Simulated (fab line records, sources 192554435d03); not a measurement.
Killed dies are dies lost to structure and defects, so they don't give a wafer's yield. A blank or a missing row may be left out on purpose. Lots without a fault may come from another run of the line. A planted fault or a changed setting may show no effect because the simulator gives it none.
Chamber matching | flow n5_finfet | N5_SDB_DESCUM_16 on rie_diel-01: 4 sister chambers
The step chemistry O2, time 7.9 s. 20 wafers are shown with their chamber, then 10 later ones without.

WAFERS WITH THEIR CHAMBER
wafer  | chamber | throttle_valve_pct (%) | showerhead_plenum_p_Torr (Torr) | oes_product_au (a.u.)
L075.2 | 1       | 19.92                  | 2.12                            | 0.92
L075.5 | 0       | 20.71                  | 2.17                            | 0.71
L075.6 | 1       | 19.91                  | 2.12                            | 0.93
L078.1 | 0       | 20.71                  | 2.17                            | 0.71
L078.3 | 2       | 20.56                  | 2.06                            | 0.72
L078.5 | 1       | 19.93                  | 2.12                            | 0.91
L079.1 | 3       | 20.54                  | 2.08                            | 0.74
L079.2 | 2       | 20.54                  | 2.06                            | 0.72
L079.4 | 1       | 19.93                  | 2.12                            | 0.91
L082.2 | 3       | 20.56                  | 2.08                            | 0.72
L082.4 | 1       | 19.96                  | 2.12                            | 0.90
L082.6 | 1       | 19.94                  | 2.12                            | 0.89
L085.1 | 1       | 19.95                  | 2.11                            | 0.87
L085.4 | 2       | 20.56                  | 2.06                            | 0.70
L085.5 | 0       | 20.74                  | 2.16                            | 0.68
L087.3 | 3       | 20.58                  | 2.08                            | 0.71
L087.4 | 1       | 19.97                  | 2.11                            | 0.87
L087.6 | 0       | 20.75                  | 2.16                            | 0.69
L088.2 | 0       | 20.75                  | 2.16                            | 0.69
L088.3 | 2       | 20.57                  | 2.05                            | 0.71

SIGNATURES (means of the wafers above)
reading                  | chamber 0 | chamber 1 | chamber 2 | chamber 3 | scatter within a chamber
throttle_valve_pct       | 20.7320   | 19.9387   | 20.5575   | 20.5600   | 0.0191
showerhead_plenum_p_Torr | 2.1640    | 2.1175    | 2.0575    | 2.0800    | 0.00464
oes_product_au           | 0.6960    | 0.9000    | 0.7125    | 0.7233    | 0.0174
Rule: a wafer's distance from a chamber is the root of the sum, over the readings, of the square of ((its reading less the chamber's mean) divided by the reading's scatter). The wafer belongs to the nearest chamber; if the next one is less than 2 further off, it can't be placed. The scatter: the root of (the sum of the squares of (reading less its chamber's mean) over the shown wafers, divided by (wafers less chambers)).

WAFERS WITHOUT THEIR CHAMBER
wafer  | throttle_valve_pct (%) | showerhead_plenum_p_Torr (Torr) | oes_product_au (a.u.)
L088.5 | 20.57                  | 2.06                            | 0.70
L092.2 | 19.99                  | 2.11                            | 0.86
L092.4 | 20.60                  | 2.07                            | 0.70
L092.6 | 19.99                  | 2.11                            | 0.85
L094.1 | 19.99                  | 2.11                            | 0.85
L094.4 | 20.58                  | 2.05                            | 0.69
L094.6 | 20.60                  | 2.07                            | 0.70
L096.2 | 20.60                  | 2.05                            | 0.69
L096.3 | 20.28                  | 2.15                            | 0.97
L096.4 | 20.00                  | 2.10                            | 0.84

WHICH CHAMBER EACH WENT THROUGH
wafer  | from the rows above     | in truth
L088.5 | 2                       | 2
L092.2 | 1                       | 1
L092.4 | can't be placed: 3 or 2 | 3
L092.6 | 1                       | 1
L094.1 | 1                       | 1
L094.4 | 2                       | 2
L094.6 | can't be placed: 3 or 2 | 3
L096.2 | 2                       | 2
L096.3 | 1                       | 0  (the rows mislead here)
L096.4 | 1                       | 1
Placed correctly: 7 of 10. Can't be placed from these rows: 2 (the true chamber is among the candidates in 2). Placed wrongly: 1.
